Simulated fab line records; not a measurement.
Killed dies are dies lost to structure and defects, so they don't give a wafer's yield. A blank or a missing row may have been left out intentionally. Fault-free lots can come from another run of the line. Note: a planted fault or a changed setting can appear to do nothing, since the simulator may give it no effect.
Which tool is to blame?	flow n5-finfet	10 lots with 29 wafers sampled at 5 steps, on a route of 1938 steps

WHAT THE GAUGES SHOWED, per wafer
N5_BEOL_M3_RS_MEAS_58: measurement is done with a four-point probe.
lot	measured	on	M3_RS (ohm/sq)
L279	day 8 03:12	film-metro-02	0.71 0.72 0.68
L283	day 8 17:40	film-metro-01	0.68 0.73 0.69
L286	day 9 16:14	film-metro-02	0.70 0.69 0.67
L289	day 10 15:04	film-metro-01	0.69 0.69
L291	day 11 04:19	film-metro-02	0.66 0.71 0.66
L290	day 11 08:22	film-metro-02	0.67 0.73 0.65
L295	day 11 19:16	film-metro-02	0.73 0.68 0.70
L298	day 13 05:24	film-metro-02	0.68 0.72 0.65
L300	day 13 07:49	film-metro-01	0.73 0.68 0.70
L299	day 13 09:32	film-metro-02	0.74 0.71 0.68

N5_BEOL_M4_RC_MEAS_101.
lot	measured	on	DIBL_N (mV/V)	DIBL_P (mV/V)	IOFF_N (nA/um)	IOFF_P (nA/um)	ION_N (uA/um)	ION_P (uA/um)	SS_N (mV/dec)	SS_P (mV/dec)	VT_N (mV)	VT_P (mV)
L279	day 8 13:19	prober-02	35.8 36.7 36.7	38.3 38.5 39.2	0.15 0.16 0.16	0.19 0.20 0.21	669 675 667	455 463 458	71.9 71.5 71.4	74.0 73.6 74.5	251 249 250	-256 -255 -254
L283	day 9 07:04	prober-01	36.9 34.3 35.0	36.3 33.5 33.1	0.17 0.14 0.13	0.20 0.17 0.16	665 684 660	451 461 446	71.1 70.8 71.4	73.1 73.1 72.3	251 250 253	-252 -257 -257
L286	day 10 01:18	prober-02	36.2 35.7 37.7	35.5 36.2 37.3	0.13 0.13 0.16	0.18 0.18 0.21	659 655 664	453 452 457	72.0 71.5 72.6	73.3 72.9 72.8	256 255 252	-252 -252 -250
L289	day 11 02:36	prober-01	38.1 36.4	37.6 37.6	0.16 0.15	0.21 0.22	661 681	458 473	71.7 71.1	73.0 73.7	249 250	-251 -247
L291	day 11 14:33	prober-01	38.1 38.3 38.3	38.6 38.1 37.8	0.20 0.19 0.18	0.26 0.25 0.24	680 689 686	467 469 465	71.4 71.6 72.5	74.6 73.7 73.2	246 245 245	-248 -248 -248
L290	day 11 16:25	prober-01	36.9 37.1 37.4	36.1 36.9 37.8	0.15 0.15 0.17	0.25 0.26 0.28	664 666 686	464 464 474	70.8 71.7 71.7	72.6 73.8 72.7	251 252 249	-243 -248 -243
L295	day 12 09:53	prober-01	37.3 36.8 36.2	38.6 38.4 38.2	0.19 0.18 0.16	0.23 0.25 0.23	678 676 669	463 463 460	72.3 71.2 71.0	73.4 73.5 73.0	248 249 252	-248 -247 -247
L298	day 13 16:40	prober-02	37.1 34.8 32.6	37.2 35.2 31.7	0.18 0.14 0.10	0.22 0.18 0.15	677 677 650	461 458 449	71.6 70.7 69.9	74.7 72.4 72.3	246 252 257	-251 -254 -259
L300	day 13 19:45	prober-02	38.6 39.3 37.7	39.3 39.4 38.0	0.18 0.18 0.14	0.24 0.23 0.21	673 669 661	459 459 453	71.7 72.6 72.0	73.9 74.4 73.8	252 251 255	-252 -253 -255
L299	day 13 20:19	prober-01	34.2 39.0 36.4	36.0 41.1 37.0	0.12 0.20 0.14	0.19 0.27 0.21	669 677 667	467 465 464	71.6 72.0 71.3	72.4 73.9 73.9	256 246 254	-254 -248 -248

WHAT TOOL EACH LOT RAN ON (gives the tool, then ch and the chambers of the sampled wafers, and finally the start)
lot	N5_BEOL_M3_SPUTTER_96	N5_BEOL_M4_DESCUM_16	N5_BEOL_M4_ETCH_64
L279	pvd-sputter-02, day 8 02:08	rie-diel-02 ch 0,3, day 8 04:16	rie-diel-02 ch 0,3, day 8 04:20
L283	pvd-sputter-02, day 8 16:37	rie-diel-01 ch 0,2,3, day 8 19:19	rie-diel-01 ch 0,2,3, day 8 19:23
L286	pvd-sputter-01, day 9 15:02	rie-diel-02 ch 1,3, day 9 17:33	rie-diel-02 ch 1,3, day 9 17:38
L289	pvd-sputter-01, day 10 13:41	rie-diel-01 ch 0, day 10 17:08	rie-diel-01 ch 0, day 10 17:13
L291	pvd-sputter-01, day 11 03:02	rie-diel-02 ch 0,2,3, day 11 05:19	rie-diel-02 ch 0,2,3, day 11 05:23
L290	pvd-sputter-03, day 11 07:19	rie-diel-02 ch 1,2,3, day 11 09:20	rie-diel-02 ch 1,2,3, day 11 09:25
L295	pvd-sputter-01, day 11 18:11	rie-diel-01 ch 0,1,3, day 11 21:29	rie-diel-01 ch 0,1,3, day 11 21:34
L298	pvd-sputter-02, day 13 03:58	rie-diel-06 ch 0,1,2, day 13 08:26	rie-diel-06 ch 0,1,2, day 13 08:31
L300	pvd-sputter-03, day 13 06:46	rie-diel-06 ch 1,2,3, day 13 11:08	rie-diel-06 ch 1,2,3, day 13 11:13
L299	pvd-sputter-01, day 13 08:22	rie-diel-06 ch 1,2, day 13 11:30	rie-diel-06 ch 1,2, day 13 11:35
- N5_BEOL_M3_SPUTTER_96: material Cu, target thk 4.5 nm, time 8.29 s.
- N5_BEOL_M4_DESCUM_16: chemistry O2, time 7 s.
- N5_BEOL_M4_ETCH_64: etches SOC in N2/H2, target depth 75 nm, overetch 22.5 nm, time 121.9 s.

WHAT THE TOOLS THEMSELVES READ (means of the sampled wafers that have a number; where no wafer has one, the mark that the record gives instead)
N5_BEOL_M3_SPUTTER_96.
lot	tool	throttle-valve-pct (%)
L279	pvd-sputter-02	28.5
L283	pvd-sputter-02	28.9
L286	pvd-sputter-01	31.1
L289	pvd-sputter-01	30.5
L291	pvd-sputter-01	29.8
L290	pvd-sputter-03	29.6
L295	pvd-sputter-01	29.9
L298	pvd-sputter-02	29.0
L300	pvd-sputter-03	29.7
L299	pvd-sputter-01	30.6

N5_BEOL_M4_DESCUM_16.
lot	tool	drypump-motor-current-A (A)	oes-product-au (a.u.)	rf-vpp-V (V)	showerhead-plenum-p-Torr (Torr)	throttle-valve-pct (%)
L279	rie-diel-02	5.7	0.88	244.3	2.15	20.17
L283	rie-diel-01	5.7	0.81	244.2	2.21	20.57
L286	rie-diel-02	5.5	0.82	242.9	2.16	20.38
L289	rie-diel-01	6.0	0.84	244.7	2.22	20.40
L291	rie-diel-02	5.9	0.83	244.3	2.13	20.19
L290	rie-diel-02	5.7	0.80	244.0	2.14	20.39
L295	rie-diel-01	5.8	0.85	244.3	2.17	20.48
L298	rie-diel-06	6.1	0.84	242.6	2.07	20.58
L300	rie-diel-06	5.9	0.78	242.6	2.07	20.63
L299	rie-diel-06	6.2	0.85	242.6	2.10	20.60

N5_BEOL_M4_ETCH_64.
lot	tool	bias-w (W)	drypump-motor-current-A (A)	oes-product-au (a.u.)	rf-vpp-V (V)	showerhead-plenum-p-Torr (Torr)	throttle-valve-pct (%)
L279	rie-diel-02	150.0	5.7	0.67	525.6	2.60	17.50
L283	rie-diel-01	149.9	5.8	0.61	526.7	2.66	17.81
L286	rie-diel-02	150.3	5.5	0.62	526.1	2.60	17.65
L289	rie-diel-01	150.2	6.0	0.62	527.0	2.69	17.77
L291	rie-diel-02	137.8	5.9	0.64	497.1	2.58	17.51
L290	rie-diel-02	138.0	5.7	0.61	497.1	2.59	17.62
L295	rie-diel-01	150.0	5.8	0.64	525.0	2.62	17.79
L298	rie-diel-06	149.9	6.1	0.63	522.7	2.51	17.95
L300	rie-diel-06	150.0	5.9	0.59	523.0	2.51	18.00
L299	rie-diel-06	149.9	6.3	0.64	523.6	2.54	17.91

THE ANSWER, worked out from the rows above alone
Rule: the lots themselves supply what counts as usual. The widest of any qualifying gaps counts: lots, ordered by their means at a reading, are off when they make up no more than a third of the lots, leave a main group of 4 or more, and stand apart from it by 3 or more times the standard deviation of that group's means. A main group whose means are all the same, to the digits that the tables above print for the reading, isn't used. A lot without any number at a reading at which 4 lots or more have one is off too. The other lots that the step has rows for count as sound. The gauges are gone through in route order, then the tools' own readings, and for those a lot's mean is taken as printed above. The first step at which some lot is off is used, and at that step the reading that is off furthest; a lot without a number counts as furthest.
Off, at N5_BEOL_M4_ETCH_64 on bias-w: L291, L290. Main group: mean 150.0 W, sd 0.14.
If a tool, at that step or one of the process steps before it, ran each lot that is off and ran no sound lot following the first of them, it fits. One fits: N5_BEOL_M4_DESCUM_16 and N5_BEOL_M4_ETCH_64 on rie-diel-02. At N5_BEOL_M4_DESCUM_16 its last sound lot is L286 (day 9 17:33), its first lot that is off L291 (day 11 05:19): a fault that began between those two fits.

WHAT THE SIMULATOR HAD INSERTED
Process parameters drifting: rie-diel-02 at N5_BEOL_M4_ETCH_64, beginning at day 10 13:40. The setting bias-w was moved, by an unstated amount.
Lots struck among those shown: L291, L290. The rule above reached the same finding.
